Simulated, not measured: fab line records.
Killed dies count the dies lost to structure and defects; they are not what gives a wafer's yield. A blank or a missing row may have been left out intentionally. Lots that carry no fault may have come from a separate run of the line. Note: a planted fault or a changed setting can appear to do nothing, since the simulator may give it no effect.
Split-lot experiment    flow n5 finfet    7 lots, 21 wafers read, on a route of 1938 steps

THE SPLIT ITSELF
At N5_BEOL_M14_ILD_DEP_00 (deposits SiO2 from TEOS/O2, target thk 1119.3 nm, time 237.4 s), the setting time s was moved away from the recipe's 237.4 s on 6 of the 21 wafers read, by +4.9% to +7.1%. All remaining wafers had this setting at the recipe value.

The file shows no step between the split and the reading.

THE READING
M14_ILD_THK, in nm, at N5_BEOL_M14_THK_MEAS_01. A value of 1120 nm with a standard deviation of 15 nm is what fault-free wafers of this fab line usually give.

wafer   tool, chamber at the split  time s as run, s  against the recipe  M14_ILD_THK, nm  against lot-mates on the recipe
L074.2  pecvd-01, 0                 237.4             recipe              1123             -
L074.5  pecvd-01, 1                 237.4             recipe              1153             -
L074.6  pecvd-01, 0                 237.4             recipe              1136             -
L077.1  pecvd-01, 0                 237.4             recipe              1124             -
L077.3  pecvd-01, 2                 250.7             +5.6%               1204             +76
L077.4  pecvd-01, 0                 237.4             recipe              1132             -
L079.3  pecvd-04, 1                 237.4             recipe              1103             -
L079.5  pecvd-04, 2                 254.3             +7.1%               1199             +98
L079.6  pecvd-04, 1                 237.4             recipe              1099             -
L080.2  pecvd-02, 0                 237.4             recipe              1119             -
L080.3  pecvd-02, 1                 237.4             recipe              1145             -
L080.5  pecvd-02, 2                 237.4             recipe              1152             -
L090.4  pecvd-04, 2                 237.4             recipe              1123             -
L090.5  pecvd-04, 0                 237.4             recipe              1119             -
L090.6  pecvd-04, 1                 237.4             recipe              1104             -
L093.3  pecvd-01, 2                 249.5             +5.1%               1187             no lot-mate on the recipe
L093.5  pecvd-01, 2                 249.5             +5.1%               1190             no lot-mate on the recipe
L093.6  pecvd-01, 0                 249.5             +5.1%               1177             no lot-mate on the recipe
L097.1  pecvd-01, 0                 237.4             recipe              1082             -
L097.3  pecvd-01, 1                 249.1             +4.9%               1163             +53
L097.4  pecvd-01, 2                 237.4             recipe              1138             -

FIT RESULTS
A straight line over all 21 wafers: M14_ILD_THK changes by +11.5 nm for each +1% of time s; r = +0.85; the points scatter about the line by 18 nm.
The same after taking each lot's own level away (the mean of its wafers on the recipe; 18 wafers): +13 nm for each +1%; r = +0.91; scatter 14 nm.
The reading moves by 93 nm for the largest change in time s, on that fit.
Across the lots, their own levels run from 1101.0 to 1138.7 nm, a range of 2.5 times the standard deviation given above.
In other words, the slope is changed by the lot-to-lot level; the two fits disagree.
Check: for one of the wafers moved furthest among these (+7.1%), held out of the fit, the line's prediction against its lot-mates is +87.9 nm. It came out at +98 nm against them.

THE WHOLE CHAIN: every reading that the file lists as answering this split, in the file's order
step                     what it does                                                    reading                                                                              change (the file's fit)               r (the file's)
N5_BEOL_M14_ILD_DEP_00   deposits SiO2 from TEOS/O2, target thk 1119.3 nm, time 237.4 s  SiO2_of_BEOL_M14_ILD_DEP_00.thk nm (the simulator's own value, which no gauge read)  +13.1 nm for each +1% of the setting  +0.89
N5_BEOL_M14_THK_MEAS_01                                                                  M14_ILD_THK                                                                          +13.1 for each +1% of the setting     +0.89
N5_BEOL_M14_VIA_ETCH_16  etches SiO2 in C4F8/O2/Ar, target depth 1231.3 nm               etch.depth nm (the simulator's own value, which no gauge read)                       +13.1 nm for each +1% of the setting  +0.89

THE FILE'S OWN FIT
M14_ILD_THK changes by +13.1 nm for each +1% of time s, r = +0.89.
